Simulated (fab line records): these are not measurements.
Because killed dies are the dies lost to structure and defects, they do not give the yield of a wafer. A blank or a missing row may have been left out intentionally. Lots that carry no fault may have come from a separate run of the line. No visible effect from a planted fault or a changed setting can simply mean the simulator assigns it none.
A lot that was struck, set against a sound lot + flow n5-finfet + 38 steps out of a route of 1938
Sound: wafers L558.2, L558.5, L558.6. Wafers struck: L554.2, L554.3, L554.6. The cause is given at the end.
At each step with rows: each side's tool, then ch and its chambers, then its first start. Under that, the readings that differ: sound wafers + struck wafers + difference of the means + sigmas: that difference in standard deviations of wafers without a fault.
alike: same words and numbers on both sides, and readings whose means sit less than 2 such deviations apart. not compared: any withheld reading, any reading some wafer has no value for, any bound like >300 that may hide the same value, and any number with overlapping values for which the record gives no deviation.
A row with sigmas, a row that says differs or no value, or rows on one side alone: a step with any of these is where the two part. When numbers do not overlap yet have no deviation, they are printed without sigmas and do not part them. A reading missing from all wafers of one side parts the sides only when that side holds two or more wafers.

first, 9 steps without rows for these wafers: N5_BEOL_M4_ANNEAL_95 (time 240 s); N5_BEOL_M4_SPUTTER_96 (material Cu, target thk 4.5 nm, time 8.29 s); N5_BEOL_M4_ECD_50 (material Cu, target thk 300 nm); N5_BEOL_M4_ANNEAL_51 (time 90 s); N5_BEOL_M4_CMP_52 (polishes, stops on SiOC, t overpolish 6.8 s, target thk 40 nm); N5_BEOL_M4_PRE_CLEAN_60 (time 15 s); N5_BEOL_M4_CO_CAP_55 (material Co, precursor CCTBA/H2, target thk 2 nm, time 102.1 s); N5_BEOL_M4_PRE_CLEAN_56 (time 15 s); N5_BEOL_M4_DEP_57 (deposits SiCN from 3MS/NH3, target thk 8 nm, time 14 s).
N5_BEOL_M4_RC_MEAS_101:
  sound on prober-01 ch 0, day 14 12:11; struck on prober-02 ch 0, day 13 03:37
  alike: DIBL_N, DIBL_P, IOFF_N, IOFF_P, ION_N, ION_P, SS_N, SS_P, VT_N, VT_P
then, 24 steps without rows for these wafers: N5_BEOL_M5_ILD_DEP_00 (deposits SiCOH lowk from DEMS/porogen, target thk 140.64 nm, time 25.9 s); N5_BEOL_M5_CURE_79 (cures SiCOH lowk, time 240 s); N5_BEOL_M5_PECVD_70 (deposits SiO2 from TEOS/O2, target thk 16 nm, time 18 s); N5_BEOL_M5_HM_DEP_02 (deposits TiN, target thk 20 nm); N5_BEOL_M5_COAT_59 (time 60 s, resist thk 60 nm); N5_BEOL_M5_COAT_60 (time 60 s, resist thk 12 nm); N5_BEOL_M5_COAT_71 (time 60 s, resist thk 5 nm); N5_BEOL_M5_COAT_05 (resist thk 30 nm); N5_BEOL_M5_EBR_07; N5_BEOL_M5_SOFTBAKE_06 (time 60 s); N5_BEOL_M5_EXPOSE_08 (exposes mask M5, target cd 28 nm); N5_BEOL_M5_PEB_09 (peb time 60 s); N5_BEOL_M5_DEVELOP_10 (develop time 30 s); N5_BEOL_M5_DESCUM_16 (chemistry O2, time 7 s); N5_BEOL_M5_ETCH_72 (etches underlayer in N2/H2, target depth 6.5 nm, time 5.2 s); N5_BEOL_M5_ETCH_61 (etches SiARC in CF4, target depth 15.6 nm, time 26 s); N5_BEOL_M5_ETCH_62 (etches SOC in N2/H2, target depth 75 nm, overetch 15 nm, time 112.5 s); N5_BEOL_M5_STRIP_63 (strips in N2/H2); N5_BEOL_M5_STRIP_73 (strips in N2/H2); N5_BEOL_M5_STRIP_64 (strips in CF4); N5_BEOL_M5_HM_OPEN_17 (chemistry Cl2/BCl3, target TiN, target depth 20 nm, overetch 6 nm); N5_BEOL_M5_STRIP_19 (strips in O2); N5_BEOL_M5_COAT_65 (time 60 s, resist thk 60 nm); N5_BEOL_M5_COAT_66 (time 60 s, resist thk 12 nm).
N5_BEOL_M8_STRIP_19: strips in O2.
  sound on rie-diel-03 ch 0,1,2, day 15 15:43; struck on rie-diel-04 ch 1,2,3, day 14 14:46
  no value came back on the struck wafers for any of 7 readings (bias-power-w (W), chamber-pressure-mTorr (mTorr) and others); on the sound wafers bias-power-w (W) reads 0 0 0
| reading                                  | sound | struck         | difference | sigmas |
|------------------------------------------|-------|----------------|------------|--------|
| model.SOC_of_BEOL_M8_COAT_59.thk-nm (nm) | 0 0 0 | 91.8 91.8 92.2 | +91.9      |        |
  not compared: rf-hours-counter-h
N5_BEOL_M8_ETCH_66: etches SOC in N2/H2, target depth 80 nm, overetch 16 nm, time 120 s.
  sound on rie-diel-04 ch 0,1,2, day 15 18:32; struck on rie-diel-03 ch 2,3, day 14 16:27
| reading                  | sound            | struck            | difference | sigmas |
|--------------------------|------------------|-------------------|------------|--------|
| oes-product-au (a.u.)    | 0.58 0.58 0.61   | 0.66 0.80 0.66    | +0.12      | +2     |
| model.etch.depth-nm (nm) | 60.01 60.2 60.21 | 93.82 95.45 93.76 | +34.20     |        |
  alike: bias-w, drypump-motor-current-A, rf-vpp-V, showerhead-plenum-p-Torr, throttle-valve-pct
  not compared: rf-hours-counter-h
N5_BEOL_M8_VIA_ETCH_34: etches SiCOH lowk in C4F6/O2, target depth 125.5 nm, time 50.5 s.
  sound on rie-diel-04 ch 0,1,2, day 15 18:38; struck on rie-diel-03 ch 2,3, day 14 16:33
| reading               | sound          | struck         | difference | sigmas |
|-----------------------|----------------|----------------|------------|--------|
| oes-product-au (a.u.) | 0.77 0.76 0.79 | 0.25 0.30 0.25 | -0.51      | -7     |
| rf-vpp-V (V)          | 649 646 652    | 687 668 688    | +32        | +2     |
  alike: bias-w, drypump-motor-current-A, mfc-ar-sccm, showerhead-plenum-p-Torr, throttle-valve-pct
  not compared: rf-hours-counter-h
-- the record jumps here: 3 days lie between the struck wafers' starts before and after (it left off in module BEOL_M8 and takes up again in module PASSIVATION, whose first step shown is number 1936 of the route) --
N5_PASSIVATION_PROBE_49:
  struck on prober-01, day 17 11:47; sound on prober-02, day 18 11:08
| reading                  | sound          | struck         | difference | sigmas      |
|--------------------------|----------------|----------------|------------|-------------|
| defect-limited-yield (%) | 89.9 90.6 89.7 | 0 0 0          | -90        | -64         |
| killed_at_M4_up          | 6 18 11        | 1084 1089 1102 | +1080      | +99 or more |
| killed-dies              | 119 111 122    | 1180 1180 1180 | +1063      | +63         |
| killed-on-rim            | 12 9 21        | 152 152 152    | +138       | +31         |
| sort_bin_5_function (%)  | 5.7 5.9 6.1    | 96.4 96.7 96.3 | +90.6      | +97         |
| sort-n-pass              | 1061 1069 1058 | 0 0 0          | -1063      | -63         |
| sort-yield-pct (%)       | 89.9 90.6 89.7 | 0 0 0          | -90        | -64         |
  alike: killed_at_M0_to_M3, killed-at-contacts, killed-at-front-end, killed-at-other, killed-open, killed-short, sort_bin_6_memory

WHERE THEY PART
At N5_BEOL_M8_STRIP_19 first; at N5_PASSIVATION_PROBE_49 last (within this record only).

WHY: what had been put in by the simulator
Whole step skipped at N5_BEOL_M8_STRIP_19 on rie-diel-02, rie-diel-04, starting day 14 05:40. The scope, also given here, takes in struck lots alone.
